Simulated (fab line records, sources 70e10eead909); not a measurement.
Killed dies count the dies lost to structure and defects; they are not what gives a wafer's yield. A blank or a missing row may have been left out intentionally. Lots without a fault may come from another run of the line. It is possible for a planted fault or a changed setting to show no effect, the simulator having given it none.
Which tool was responsible?    flow nand harc    33 wafers from 11 lots sampled at 7 of the route's 1159 steps

## WHAT THE GAUGES SHOWED, per wafer
NHARC_P_M2_OVL_MEAS_10: pitch 340 nm. Usual: overlay x nm 0.1 nm, standard deviation 0.91; overlay y nm -0.1 nm, standard deviation 0.87.
lot   measured      on          overlay x nm (nm)  overlay y nm (nm)  flag
L265  day 6 07:48   overlay-01  -0.4 0.3 0.5       -1.8 -1.3 -0.5     
L267  day 6 20:02   overlay-02  2.2 1.6 1.1        -0.1 -0.4 -0.3     
L270  day 7 07:05   overlay-01  -1.3 -0.2 -0.9     0.5 0.2 1.0        
L271  day 7 14:23   overlay-01  0.8 0.7 0.8        0.4 0.6 0.1        
L274  day 8 05:41   overlay-01  -0.7 -0.5 -0.6     0.3 -0.5 -1.0      
L275  day 8 20:25   overlay-02  -0.3 -0.3 -0.2     -1.0 -1.0 -0.7     
L276  day 8 21:25   overlay-01  1.3 1.4 0.9        0.5 -0.1 0.1       
L279  day 9 17:15   overlay-02  -0.4 -1.2 -0.3     0.6 1.3 0.5        
L281  day 9 21:55   overlay-02  -0.9 -0.5 -0.7     0.4 0.7 0.8        
L283  day 10 08:00  overlay-02  0.0 0.2 -0.5       -0.7 -0.7 -1.3     
L286  day 11 07:57  overlay-01  -1.0 -2.0 -1.1     1.4 1.2 0.6        

NHARC_P_M2_THK_MEAS_24: measures by xrf. Usual: thk nm 144.0 nm, standard deviation 1.5.
lot   measured      on             thk nm (nm)        flag
L265  day 6 10:19   film metro-02  145.3 143.6 144.9  
L267  day 6 22:38   film metro-02  144.0 142.9 144.9  
L270  day 7 09:45   film metro-02  145.9 143.5 145.0  
L271  day 7 17:26   film metro-01  142.6 142.3 145.8  
L274  day 8 08:19   film metro-01  141.8 143.8 145.9  
L275  day 8 22:59   film metro-02  28.0 29.5 28.8     OFF
L276  day 8 23:59   film metro-02  29.1 28.7 31.7     OFF
L279  day 9 19:46   film metro-02  146.3 144.3 145.7  
L281  day 10 00:50  film metro-02  143.5 144.0 143.7  
L283  day 10 10:40  film metro-01  144.0 144.5 144.0  
L286  day 11 10:29  film metro-01  142.5 142.8 141.6  

NHARC_END_SORT_01. Usual: defect limited yield 95.4 %, standard deviation 1.8; killed at array 27, standard deviation 11; killed at other 0.7, standard deviation 1.1; killed at periphery 3.4, standard deviation 2.1; killed dies 31, standard deviation 12; killed open 3.6, standard deviation 2; killed short 2.0, standard deviation 1.3; sort_bin_2_pct 1.5 %, standard deviation 0.71; sort_bin_3_pct 0.25 %, standard deviation 0.22; sort_bin_4_pct 2.9 %, standard deviation 1.2; sort n pass 646, standard deviation 12; sort rim yield pct 95.0 %, standard deviation 2.5; sort yield pct 95.4 %, standard deviation 1.8.
lot   measured      on         defect limited yield (%)  killed at array  killed at other  killed at periphery  killed dies  killed open  killed short  sort_bin_2_pct (%)  sort_bin_3_pct (%)  sort_bin_4_pct (%)  sort n pass  sort rim yield pct (%)  sort yield pct (%)  flag
L265  day 19 04:53  prober-02  97.0 97.8 96.9            16 13 14         1 0 0            3 2 7                20 15 21     4 2 6        2 4 2         0.6 0 1.3           0.59 0.15 0         1.8 2.1 1.8         657 662 656  96.2 94.3 93.4          97.0 97.8 96.9      
L271  day 20 15:57  prober-01  93.9 93.9 94.5            34 35 34         1 2 1            6 4 2                41 41 37     4 3 2        1 1 2         2.1 2.4 2.5         0.74 0 0.15         3.2 3.7 2.8         636 636 640  95.3 96.2 96.2          93.9 93.9 94.5      
L274  day 21 03:26  prober-02  96.2 95.4 94.8            24 28 31         0 0 1            2 3 3                26 31 35     2 2 5        2 0 3         1.3 1.3 1.5         0.30 0.59 0.15      2.2 2.7 3.5         651 646 642  96.2 99.1 96.2          96.2 95.4 94.8      
L275  day 21 18:22  prober-02  0 0 0                     19 19 11         0 0 0            658 658 666          677 677 677  4 8 1        2 3 3         98.1 97.5 99.0      0.15 0.15 0         1.8 2.4 1.0         0 0 0        0 0 0                   0 0 0               OFF
L276  day 21 18:23  prober-01  0 0 0                     39 36 34         1 0 0            637 641 643          677 677 677  1 6 3        2 3 2         95.0 95.7 96.3      0.59 0.30 0.30      4.4 4.0 3.4         0 0 0        0 0 0                   0 0 0               OFF
L279  day 22 02:53  prober-02  97.3 94.8 95.9            12 34 25         3 0 2            3 1 1                18 35 28     2 5 3        3 1 1         0.6 1.9 1.6         0.59 0.15 0.30      1.5 3.1 2.2         659 642 649  96.2 97.2 97.2          97.3 94.8 95.9      
L281  day 23 12:23  prober-02  93.4 92.5 95.1            37 45 31         1 0 0            7 6 2                45 51 33     7 2 3        4 2 2         1.9 3.5 1.5         0.59 0.44 0.74      4.1 3.5 2.7         632 626 644  98.1 94.3 99.1          93.4 92.5 95.1      
L283  day 23 06:13  prober-02  97.0 95.6 96.5            17 29 24         0 0 0            3 1 0                20 30 24     1 4 1        4 3 2         0.7 1.3 1.8         0.15 0.59 0.15      2.1 2.5 1.6         657 647 653  93.4 96.2 94.3          97.0 95.6 96.5      

## TOOL THAT RAN EACH LOT (tool first, then ch and the chambers of the sampled wafers, then the start)
lot   NHARC_P_M1_PRE_CLEAN_32          NHARC_P_M2_ECD_22               NHARC_P_M2_ANNEAL_31              NHARC_P_M2_CMP_23
L265  pecvd-03 ch 1,2, day 6 06:23     ecd cu-02 ch 0,1, day 6 09:22   rtp anneal-01 ch 0, day 6 09:45   cmp-04 ch 1,2,3, day 6 09:59
L267  pecvd-01 ch 0,1,2, day 6 18:39   ecd cu-01 ch 0,1, day 6 21:40   rtp anneal-01 ch 0, day 6 22:02   cmp-02 ch 0,1, day 6 22:22
L270  pecvd-03 ch 1,2, day 7 05:41     ecd cu-01 ch 0,1, day 7 08:43   rtp anneal-02 ch 0, day 7 09:05   cmp-04 ch 0,1, day 7 09:26
L271  pecvd-04 ch 0,2, day 7 12:57     ecd cu-02 ch 0,1, day 7 16:30   rtp anneal-01 ch 0, day 7 16:53   cmp-02 ch 0,1,3, day 7 17:09
L274  pecvd-03 ch 0,1,2, day 8 04:18   ecd cu-01 ch 0,1, day 8 07:17   rtp anneal-01 ch 0, day 8 07:43   cmp-03 ch 1,2,3, day 8 08:02
L275  pecvd-01 ch 0,1, day 8 19:01     ecd cu-02 ch 0,1, day 8 21:58   rtp anneal-01 ch 0, day 8 22:20   cmp-02 ch 0,2,3, day 8 22:43
L276  pecvd-03 ch 0,1, day 8 20:00     ecd cu-02 ch 0,1, day 8 22:55   rtp anneal-01 ch 0, day 8 23:19   cmp-03 ch 0,1,2, day 8 23:40
L279  pecvd-03 ch 0,1, day 9 15:40     ecd cu-02 ch 0,1, day 9 18:47   rtp anneal-01 ch 0, day 9 19:09   cmp-03 ch 0,2,3, day 9 19:30
L281  pecvd-01 ch 1,2, day 9 20:37     ecd cu-02 ch 0,1, day 9 23:38   rtp anneal-01 ch 0, day 10 00:10  cmp-03 ch 0,1, day 10 00:32
L283  pecvd-01 ch 0,1,2, day 10 06:41  ecd cu-02 ch 0,1, day 10 09:41  rtp anneal-02 ch 0, day 10 10:04  cmp-03 ch 1,2,3, day 10 10:22
L286  pecvd-03 ch 0,1,2, day 11 06:34  ecd cu-01 ch 0,1, day 11 09:28  rtp anneal-02 ch 0, day 11 09:50  cmp-03 ch 0,1,3, day 11 10:10
- NHARC_P_M1_PRE_CLEAN_32: time 12 s.
- NHARC_P_M2_ECD_22: material Cu, target thk 400 nm.
- NHARC_P_M2_ANNEAL_31: time 90 s.
- NHARC_P_M2_CMP_23: polishes, t overpolish 20 s, target thk 144.3 nm.

## WHAT THE TOOLS THEMSELVES READ (means of the sampled wafers that have a number; where no wafer has one, the mark that the record gives instead)
NHARC_P_M1_PRE_CLEAN_32. Usual: heater power w 589 W, standard deviation 64.
lot   tool      heater power w (W)  flag
L265  pecvd-03  564                 
L267  pecvd-01  607                 
L270  pecvd-03  539                 
L271  pecvd-04  671                 
L274  pecvd-03  548                 
L275  pecvd-01  645                 
L276  pecvd-03  578                 
L279  pecvd-03  554                 
L281  pecvd-01  591                 
L283  pecvd-01  606                 
L286  pecvd-03  562                 

NHARC_P_M2_ECD_22. Usual: bath heat duty pct 6.6 %, standard deviation 0.76; bath temp c 25.00 C, standard deviation 0.11.
lot   tool       bath heat duty pct (%)  bath temp c (C)  flag
L265  ecd cu-02  5.5                     24.99            
L267  ecd cu-01  7.4                     25.03            
L270  ecd cu-01  6.9                     24.91            
L271  ecd cu-02  6.1                     25.10            
L274  ecd cu-01  7.2                     24.99            
L275  ecd cu-02  -                       -                OFF
L276  ecd cu-02  -                       -                OFF
L279  ecd cu-02  5.9                     25.01            
L281  ecd cu-02  6.0                     25.01            
L283  ecd cu-02  5.6                     24.99            
L286  ecd cu-01  7.1                     24.95            

NHARC_P_M2_ANNEAL_31. Usual: wafer_temp_C_max 226.5, standard deviation 0.38.
lot   tool           wafer_temp_C_max  flag
L265  rtp anneal-01  226.5             
L267  rtp anneal-01  226.5             
L270  rtp anneal-02  226.1             
L271  rtp anneal-01  226.6             
L274  rtp anneal-01  226.6             
L275  rtp anneal-01  226.5             
L276  rtp anneal-01  226.9             
L279  rtp anneal-01  226.7             
L281  rtp anneal-01  226.7             
L283  rtp anneal-02  226.7             
L286  rtp anneal-02  226.2             

NHARC_P_M2_CMP_23. Usual: edge zone pressure frac 1.000, standard deviation 0.0044; motor current A 12.2 A, standard deviation 1.5; retaining ring pressure frac 1.000, standard deviation 0.0048; time to endpoint s 28.0 s, standard deviation 2.6.
lot   tool    edge zone pressure frac  motor current A (A)  retaining ring pressure frac  time to endpoint s (s)  flag
L265  cmp-04  0.998                    10.6                 0.995                         31.5                    
L267  cmp-02  0.997                    10.4                 1.000                         28.2                    
L270  cmp-04  1.001                    10.2                 1.002                         29.1                    
L271  cmp-02  1.005                    11.5                 0.999                         28.7                    
L274  cmp-03  0.999                    12.8                 0.997                         25.9                    
L275  cmp-02  0.998                    11.9                 0.998                         0.0                     OFF
L276  cmp-03  0.998                    13.5                 1.001                         1.2                     OFF
L279  cmp-03  1.001                    12.4                 1.000                         27.4                    
L281  cmp-03  1.006                    12.7                 1.002                         28.0                    
L283  cmp-03  1.004                    12.6                 1.000                         23.8                    
L286  cmp-03  0.999                    12.2                 1.004                         26.0                    

## THE ANSWER, worked out from the rows above alone
Rule: a lot counts as off when the mean over its wafers that have a number is more than 3 standard deviations away from the usual mean. A lot without any number at a reading at which 4 lots or more have one is off too. All remaining lots with rows at the step are treated as sound. First the gauges in route order, then the tools' own readings, where a lot's mean is used as printed above. The first step at which some lot is off is used, and at that step the reading that is off furthest; a lot without a number counts as furthest.
Off: L275, L276, at NHARC_P_M2_THK_MEAS_24 (thk nm).
A tool fits if, at a process step before that reading, it ran every lot that is off, and no sound lot after the first of them. The gauges at NHARC_P_M2_THK_MEAS_24 aren't tried: what is off there is off at NHARC_END_SORT_01 too, on other tools, and a gauge's error can't cause that. Not one of the candidates tried fits.

## WHAT THE SIMULATOR HAD PUT IN
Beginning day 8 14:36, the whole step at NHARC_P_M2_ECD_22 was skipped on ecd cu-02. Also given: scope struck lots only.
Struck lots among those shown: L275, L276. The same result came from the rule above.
